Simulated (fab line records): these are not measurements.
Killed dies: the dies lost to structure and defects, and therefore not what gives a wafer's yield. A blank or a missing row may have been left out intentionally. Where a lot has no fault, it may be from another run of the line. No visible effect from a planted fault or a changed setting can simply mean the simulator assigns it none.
fab line records + flow nand-harc + part 2 of 2: steps 24 to 32 of 32
record:
- lots: 5
- wafers: 15
- last-day: 24
route steps=1159 shown P_GATE@125
lots untouched by any fault: they come from a run of this same line in which no faults occurred
start-h: start of the lot's first displayed wafer, in hours after the record's first day + wait-h: hours from the lot's prior step to this one + " unchanged from the row above + L1.1+2: several wafers, shown together as one row + - no value, or no start was given + * or withheld: withheld + < > ~ a bound
route shown NAME@n: names a module that has steps shown in the file, with the first one's number in the route + usual: mean/standard deviation of fault-free wafers + same: alike in all rows + chamber/n: place in a boat + sites: the reading at each site + _std_site: their standard deviation + _edge_site: the outer-site mean with the inner-site mean subtracted + radius-mm: for every site, how far away it sits from the centre of the wafer + mask NAME#n: copy n + behind: the last tool/chamber to shape the wafer + hold: the reason the lot was held/the length of the hold in hours/how it ended + device: whichever transistor did not switch (one of n, p or np) + end of line: tests of these same wafers at the route's end + a step given without rows: its recipe and nothing more + killed: dies that structure and defects cost at the first sort, which is not the same as the wafer's yield + map: a wafer's dies, marking killed ones x, the rest . and places with no die _
set.NAME: the setting that was run; set.NAME@STEP: the one run at that earlier step + model.NAME: the simulator's own value behind a step, which no gauge read
lots at some steps of the route; a table a step, a row a wafer
services: when a tool's chamber went out of use (start-h, in hours from the record's first day, below 0 if earlier), for how many hours, and the reason
== steps ==
step: NHARC_P_GATE_ETCH_114
recipe:
- target-depth-a: 300
- overetch-a: 30
- time-s: 16.5
- ion-energy-ev: 100
- cf4-flow-sccm: 80
- o2-flow-sccm: 20
- ar-flow-sccm: 0
- rf-w: 300
- bias-w: 100
- chemistry: CF4/O2
usual:
- drypump-motor-current-A: 5.6/0.55
- o2-flow-sccm: 20.00/0.061
- oes-product-au: 1.003/0.0065
- rf-vpp-V: 197.3/1.3
- showerhead-plenum-p-Torr: 1.31/0.056
- throttle-valve-pct: 13.397/0.01
| lot.wafer | tool        | chamber | start-h | wait-h | drypump-motor-current-A | o2-flow-sccm | oes-product-au | rf-hours-counter-h | rf-vpp-V | showerhead-plenum-p-Torr | throttle-valve-pct |
|-----------|-------------|---------|---------|--------|-------------------------|--------------|----------------|--------------------|----------|--------------------------|--------------------|
| L075.1    | rie-diel-02 | 0       | -       | -      | 5.7                     | 20.01        | 0.989          | 41                 | 194.9    | 1.27                     | 13.387             |
| L075.3    | "           | 1       | "       | "      | 6.3                     | 20.03        | 1.004          | 37                 | 197.1    | 1.26                     | 13.395             |
| L075.4    | "           | 2       | "       | "      | 5.3                     | 20.03        | 1.012          | 37                 | 198.5    | 1.33                     | 13.397             |
| L077.1    | rie-diel-04 | 1       | -       | -      | 5.3                     | 20.00        | 0.997          | 32                 | 197.0    | 1.28                     | 13.399             |
| L077.5    | "           | 2       | "       | "      | 5.2                     | 19.92        | 1.004          | -                  | 198.2    | 1.41                     | 13.395             |
| L077.6    | "           | 3       | "       | "      | 4.9                     | 19.95        | 1.005          | -                  | 196.4    | 1.26                     | 13.384             |
| L081.1    | rie-diel-05 | 3       | -       | -      | 6.6                     | 19.95        | 0.990          | 54                 | 197.6    | 1.34                     | 13.399             |
| L081.4    | "           | 0       | "       | "      | 5.8                     | 20.04        | 0.985          | 51                 | 198.8    | 1.37                     | 13.385             |
| L081.6    | "           | 2       | "       | "      | 6.1                     | 20.02        | 1.000          | -                  | 199.2    | 1.42                     | 13.384             |
| L085.1    | rie-diel-04 | 0       | -       | -      | 6.4                     | 20.02        | 1.012          | 9                  | 197.7    | 1.35                     | 13.387             |
| L085.4    | "           | 3       | "       | "      | 4.9                     | 20.05        | 1.002          | 9                  | 196.3    | 1.26                     | 13.419             |
| L085.6    | "           | 0       | "       | "      | 6.4                     | 20.06        | 1.006          | -                  | 197.0    | 1.35                     | 13.397             |
| L096.1    | rie-diel-04 | 2       | -       | -      | 5.3                     | 19.99        | 1.001          | 20                 | 200.0    | 1.40                     | 13.426             |
| L096.4    | "           | 3       | "       | "      | 4.9                     | 20.04        | 1.000          | 19                 | 196.6    | 1.26                     | 13.395             |
| L096.5    | "           | 2       | "       | "      | 5.3                     | 20.06        | 1.004          | -                  | 199.2    | 1.40                     | 13.393             |
step: NHARC_P_GATE_ETCH_32
recipe:
- target-depth-a: 1500
- over-etch-frac: 1
- over-etch-ion-energy-ev: 40
- time-s: 100.1
- hbr-flow-sccm: 150
- cl2-flow-sccm: 50
- rf-w: 400
- icp-w: 400
- bias-w: 100
- chemistry: HBr/Cl2
usual:
- drypump-motor-current-A: 5.7/0.5
- oes-product-au: 0.998/0.0077
- throttle-valve-pct: 26.405/0.0092
| lot.wafer | tool      | chamber | start-h | wait-h | drypump-motor-current-A | oes-product-au | rf-hours-counter-h | throttle-valve-pct |
|-----------|-----------|---------|---------|--------|-------------------------|----------------|--------------------|--------------------|
| L075.3    | rie-si-03 | 1       | 98.82   | -      | 5.5                     | 1.005          | 1.2                | 26.411             |
| L075.1    | "         | 2       | "       | "      | 5.9                     | 1.018          | 1.2                | 26.420             |
| L075.4    | "         | 2       | "       | "      | 5.9                     | 0.993          | -                  | 26.404             |
| L077.1    | rie-si-06 | 0       | 106.02  | -      | 6.2                     | 0.985          | 0.6                | 26.401             |
| L077.5    | "         | 0       | "       | "      | 6.2                     | 0.982          | -                  | 26.420             |
| L077.6    | "         | 3       | "       | "      | 6.1                     | 0.994          | -                  | 26.405             |
| L081.4    | rie-si-06 | 1       | 132.40  | -      | 6.0                     | 0.987          | 0.8                | 26.409             |
| L081.1    | "         | 2       | "       | "      | 4.9                     | 0.995          | 1.2                | 26.411             |
| L081.6    | "         | 1       | "       | "      | 6.1                     | 0.982          | -                  | 26.399             |
| L085.1    | rie-si-03 | 0       | 168.10  | -      | 5.2                     | 0.998          | 0.0                | 26.404             |
| L085.6    | "         | 0       | "       | "      | 5.2                     | 0.992          | -                  | 26.399             |
| L085.4    | "         | 1       | "       | "      | 5.6                     | 0.997          | -                  | 26.399             |
| L096.4    | rie-si-03 | 3       | 220.25  | -      | 5.9                     | 0.999          | 0.3                | 26.401             |
| L096.1    | "         | 1       | "       | "      | 5.6                     | 0.990          | 0.8                | 26.413             |
| L096.5    | "         | 0       | "       | "      | 5.2                     | 0.989          | -                  | 26.404             |
step: NHARC_P_GATE_STRIP_108
recipe:
- o2-flow-sccm: 500
- ar-flow-sccm: 0
- bias-w: 0
- chemistry: O2
usual:
- drypump-motor-current-A: 5.7/0.56
- o2-flow-sccm: 500.1/1.5
- oes-product-au: 1.001/0.0072
- rf-vpp-V: 57.7/0.88
- showerhead-plenum-p-Torr: 3.50/0.14
- throttle-valve-pct: 17.036/0.0091
| lot.wafer | tool        | chamber | start-h | wait-h | drypump-motor-current-A | o2-flow-sccm | oes-product-au | rf-hours-counter-h | rf-vpp-V | showerhead-plenum-p-Torr | throttle-valve-pct |
|-----------|-------------|---------|---------|--------|-------------------------|--------------|----------------|--------------------|----------|--------------------------|--------------------|
| L075.1    | rie-diel-02 | 3       | 99.17   | -      | 6.4                     | 499.5        | 1.009          | 43                 | 57.5     | 3.35                     | 17.032             |
| L075.4    | "           | 0       | "       | "      | 5.7                     | 500.6        | 0.994          | 41                 | 57.9     | 3.36                     | 17.039             |
| L075.3    | "           | 2       | "       | "      | 5.3                     | 499.9        | 1.000          | 37                 | 56.5     | 3.51                     | 17.022             |
| L077.1    | rie-diel-04 | 2       | 106.21  | -      | 5.2                     | 501.6        | 1.000          | 30                 | 57.4     | 3.71                     | 17.052             |
| L077.5    | "           | 2       | "       | "      | 5.2                     | 498.2        | 1.001          | -                  | 57.5     | 3.71                     | 17.043             |
| L077.6    | "           | 3       | "       | "      | 4.9                     | 499.6        | 0.998          | -                  | 56.9     | 3.34                     | 17.042             |
| L081.1    | rie-diel-05 | 1       | 132.55  | -      | 6.0                     | 499.9        | 1.005          | 51                 | 57.4     | 3.56                     | 17.034             |
| L081.4    | "           | 3       | "       | "      | 6.6                     | 501.1        | 0.999          | 54                 | 58.3     | 3.55                     | 17.042             |
| L081.6    | "           | 2       | "       | "      | 6.2                     | 498.3        | 1.004          | -                  | 59.7     | 3.73                     | 17.021             |
| L085.1    | rie-diel-02 | 1       | 168.27  | -      | 6.3                     | 498.9        | 1.019          | 3                  | 56.7     | 3.34                     | 17.048             |
| L085.4    | "           | 0       | "       | "      | 5.7                     | 498.2        | 0.996          | 4                  | 56.6     | 3.35                     | 17.018             |
| L085.6    | "           | 1       | "       | "      | 6.3                     | 500.4        | 1.011          | -                  | 58.0     | 3.34                     | 17.053             |
| L096.1    | rie-diel-04 | 1       | 220.43  | -      | 5.3                     | 498.8        | 0.992          | 17                 | 57.7     | 3.38                     | 17.026             |
| L096.4    | "           | 2       | "       | "      | 5.2                     | 502.2        | 0.997          | 20                 | 58.6     | 3.70                     | 17.047             |
| L096.5    | "           | 2       | "       | "      | 5.2                     | 501.5        | 1.002          | -                  | 58.7     | 3.70                     | 17.021             |
step: NHARC_P_GATE_CD_MEAS_33
usual:
- cd-nm: 120.7/1.9
| lot.wafer | tool      | chamber | start-h | wait-h | cd-nm |
|-----------|-----------|---------|---------|--------|-------|
| L075.1    | cd-sem-02 | -       | 99.34   | -      | 117.2 |
| L075.3    | "         | -       | "       | "      | 120.0 |
| L075.4    | "         | -       | "       | "      | 121.8 |
| L077.1    | cd-sem-03 | -       | 106.38  | -      | 119.8 |
| L077.5    | "         | -       | "       | "      | 122.4 |
| L077.6    | "         | -       | "       | "      | 121.5 |
| L081.1    | cd-sem-02 | -       | 132.72  | -      | 119.9 |
| L081.4    | "         | -       | "       | "      | 120.3 |
| L081.6    | "         | -       | "       | "      | 122.1 |
| L085.1    | cd-sem-02 | -       | 168.44  | -      | 118.3 |
| L085.4    | "         | -       | "       | "      | 118.4 |
| L085.6    | "         | -       | "       | "      | 119.6 |
| L096.1    | cd-sem-03 | -       | 220.60  | -      | 124.3 |
| L096.4    | "         | -       | "       | "      | 121.6 |
| L096.5    | "         | -       | "       | "      | 125.1 |
step: NHARC_P_GATE_STRIP_35
recipe:
- time-s: 600
- temp-c: 130
- chemistry: SPM
| lot.wafer  | tool         | chamber | start-h | wait-h |
|------------|--------------|---------|---------|--------|
| L075.1+3+4 | wet-bench-05 | 5,6,7   | 99.44   | 0.1    |
| L077.5+6+1 | wet-bench-05 | 5,0,1   | 106.46  | 0.1    |
| L081.4+1+6 | wet-bench-05 | 5,6,1   | 132.81  | 0.1    |
| L085.4+6+1 | wet-bench-05 | 2,3,5   | 168.53  | 0.1    |
| L096.5+1+4 | wet-bench-05 | 0,2,3   | 220.70  | 0.1    |
step: NHARC_P_GATE_PRECLEAN_73
recipe:
- time-s: *
- temp-c: 50
- bath-age-min: 0
- chemistry: SC1
usual:
- diw-flow-mL-min: 1415/4.5
- h2o2-flow-mL-min: 56.61/0.19
| lot.wafer | tool         | chamber | start-h | wait-h | diw-flow-mL-min | h2o2-flow-mL-min |
|-----------|--------------|---------|---------|--------|-----------------|------------------|
| L075.1    | wet-bench-05 | 5       | -       | -      | 1412            | 56.85            |
| L075.3    | "            | 6       | "       | "      | 1412            | 56.61            |
| L075.4    | "            | 7       | "       | "      | 1412            | 56.90            |
| L077.5    | wet-bench-05 | 5       | -       | -      | 1411            | 56.76            |
| L077.6    | "            | 0       | "       | "      | 1417            | 56.61            |
| L077.1    | "            | 1       | "       | "      | 1420            | 56.83            |
| L081.4    | wet-bench-05 | 5       | -       | -      | 1414            | 56.70            |
| L081.1    | "            | 6       | "       | "      | 1417            | 56.43            |
| L081.6    | "            | 1       | "       | "      | 1414            | 56.62            |
| L085.4    | wet-bench-05 | 2       | -       | -      | 1416            | 56.59            |
| L085.6    | "            | 3       | "       | "      | 1408            | 56.50            |
| L085.1    | "            | 5       | "       | "      | 1418            | 56.99            |
| L096.5    | wet-bench-05 | 0       | -       | -      | 1415            | 56.87            |
| L096.1    | "            | 2       | "       | "      | 1416            | 56.65            |
| L096.4    | "            | 3       | "       | "      | 1419            | 56.94            |
step: NHARC_P_GATE_SRD_74
| lot.wafer  | tool         | chamber | start-h | wait-h |
|------------|--------------|---------|---------|--------|
| L075.1+3+4 | wet-bench-05 | 5,6,7   | -       | -      |
| L077.5+6+1 | wet-bench-05 | 5,0,1   | -       | -      |
| L081.4+1+6 | wet-bench-05 | 5,6,1   | -       | -      |
| L085.4+6+1 | wet-bench-05 | 2,3,5   | -       | -      |
| L096.5+1+4 | wet-bench-05 | 0,2,3   | -       | -      |
step: NHARC_P_GATE_ALD_36
recipe:
- target-thk-a: 200
- pulse-time-s: 60
- ald-cycles: 223
- temp-c: 400
- material: SiNx
usual:
- heater-power-w: 787/63
- precursor-pulse-height-rel: 1.001/0.02
same:
- pulse-time-s: 60
| lot.wafer | tool       | chamber | start-h | wait-h | heater-power-w | precursor-pulse-height-rel |
|-----------|------------|---------|---------|--------|----------------|----------------------------|
| L075.1    | ald-sin-02 | 2       | 99.80   | -      | 712            | 0.998                      |
| L075.3    | "          | 0       | 101.95  | -      | 842            | 1.015                      |
| L075.4    | "          | 1       | 103.02  | -      | 825            | 1.005                      |
| L077.1    | ald-sin-02 | 1       | 106.84  | -      | 796            | 1.013                      |
| L077.5    | "          | 1       | 111.04  | -      | 799            | 1.002                      |
| L077.6    | "          | 2       | 112.10  | -      | 693            | 0.977                      |
| L081.1    | ald-sin-04 | 2       | 133.18  | -      | 856            | 0.967                      |
| L081.4    | "          | 1       | 136.36  | -      | 719            | 0.986                      |
| L081.6    | "          | 2       | 137.42  | -      | 824            | 1.034                      |
| L085.1    | ald-sin-01 | 2       | 168.92  | -      | 829            | 1.005                      |
| L085.6    | "          | 2       | 173.17  | -      | 844            | 1.019                      |
| L085.4    | "          | 3       | 174.59  | -      | 732            | 1.001                      |
| L096.1    | ald-sin-04 | 3       | 223.86  | -      | 827            | 0.999                      |
| L096.5    | "          | 2       | 226.66  | -      | 768            | 0.976                      |
| L096.4    | "          | 3       | 228.06  | -      | 809            | 1.005                      |
step: NHARC_P_GATE_ETCHBACK_37
recipe:
- target-depth-a: 345
- time-s: 17.2
- chf3-flow-sccm: 50
- o2-flow-sccm: 10
- ar-flow-sccm: 200
- rf-w: 500
- bias-w: 200
- chemistry: CHF3/O2
usual:
- drypump-motor-current-A: 5.6/0.58
- o2-flow-sccm: 10.000/0.028
- oes-product-au: 0.95/0.035
- rf-vpp-V: 370.3/2.4
- showerhead-plenum-p-Torr: 2.39/0.1
- throttle-valve-pct: 20.572/0.0097
| lot.wafer | tool        | chamber | start-h | wait-h | drypump-motor-current-A | o2-flow-sccm | oes-product-au | rf-hours-counter-h | rf-vpp-V | showerhead-plenum-p-Torr | throttle-valve-pct |
|-----------|-------------|---------|---------|--------|-------------------------|--------------|----------------|--------------------|----------|--------------------------|--------------------|
| L075.4    | rie-diel-04 | 1       | -       | -      | 5.3                     | 9.995        | 0.92           | 33                 | 370.3    | 2.30                     | 20.586             |
| L075.3    | "           | 2       | "       | "      | 5.2                     | 9.975        | 0.92           | 31                 | 374.2    | 2.53                     | 20.563             |
| L075.1    | "           | 3       | "       | "      | 4.9                     | 10.031       | 0.93           | 31                 | 367.7    | 2.27                     | 20.588             |
| L077.1    | rie-diel-05 | 3       | -       | -      | 6.6                     | 9.966        | 0.99           | 48                 | 370.5    | 2.42                     | 20.586             |
| L077.6    | "           | 2       | "       | "      | 6.1                     | 9.967        | 1.00           | -                  | 373.6    | 2.55                     | 20.581             |
| L077.5    | "           | 3       | "       | "      | 6.6                     | 9.966        | 0.99           | -                  | 369.6    | 2.42                     | 20.566             |
| L081.4    | rie-diel-04 | 1       | -       | -      | 5.2                     | 9.999        | 0.99           | 4                  | 367.3    | 2.30                     | 20.579             |
| L081.1    | "           | 2       | "       | "      | 5.3                     | 9.942        | 1.00           | 4                  | 372.4    | 2.52                     | 20.572             |
| L081.6    | "           | 3       | "       | "      | 4.9                     | 10.005       | 1.01           | -                  | 368.1    | 2.27                     | 20.564             |
| L085.4    | rie-diel-04 | 3       | -       | -      | 4.9                     | 10.019       | 0.93           | 10                 | 367.7    | 2.27                     | 20.570             |
| L085.1    | "           | 1       | "       | "      | 5.2                     | 9.982        | 0.92           | 11                 | 368.6    | 2.30                     | 20.561             |
| L085.6    | "           | 3       | "       | "      | 4.9                     | 10.006       | 0.94           | -                  | 368.6    | 2.27                     | 20.575             |
| L096.4    | rie-diel-04 | 3       | -       | -      | 4.9                     | 9.980        | 0.93           | 20                 | 368.1    | 2.26                     | 20.561             |
| L096.1    | "           | 2       | "       | "      | 5.3                     | 10.017       | 0.93           | 21                 | 373.3    | 2.52                     | 20.572             |
| L096.5    | "           | 3       | "       | "      | 4.9                     | 9.987        | 0.93           | -                  | 367.6    | 2.26                     | 20.555             |
== services ==
| tool            | chamber | start-h | hours | kind   |
|-----------------|---------|---------|-------|--------|
| rie-si-03       | 3       | 76.98   | 12.8  | repair |
| arfi-scanner-02 | -       | 84.00   | 4.0   | pm     |
| rie-si-03       | 1       | 90.06   | 7.9   | repair |
| litho-track-01  | -       | 93.00   | 7.0   | pm     |
| rie-diel-02     | -       | 104.45  | 9.1   | repair |
| pecvd-03        | -       | 111.22  | 13.0  | pm     |
| rie-diel-04     | -       | 111.95  | 9.0   | pm     |
| rie-si-03       | 2       | 112.60  | 3.5   | repair |
| wet-bench-09    | -       | 114.34  | 8.0   | pm     |
| litho-track-06  | -       | 117.00  | 7.0   | pm     |
| litho-track-04  | -       | 141.00  | 7.0   | pm     |
| arfi-scanner-02 | -       | 150.86  | 3.0   | repair |
| rie-diel-02     | -       | 151.07  | 9.0   | pm     |
| rie-diel-05     | -       | 163.62  | 9.0   | pm     |
| rie-diel-05     | 3       | 180.98  | 16.1  | repair |
| rie-diel-04     | 1       | 181.25  | 4.5   | repair |
| wet-bench-05    | -       | 185.22  | 1.9   | repair |
| rie-diel-04     | 1       | 188.07  | 9.5   | repair |
| wet-bench-05    | -       | 196.80  | 8.0   | pm     |
| wet-bench-01    | -       | 213.60  | 8.0   | pm     |
| rie-diel-04     | -       | 217.85  | 0.2   | repair |
| acl-dep-03      | -       | 223.18  | 13.0  | pm     |
| rie-diel-02     | 0       | 224.67  | 5.0   | repair |
| rie-diel-02     | 3       | 227.64  | 13.0  | repair |
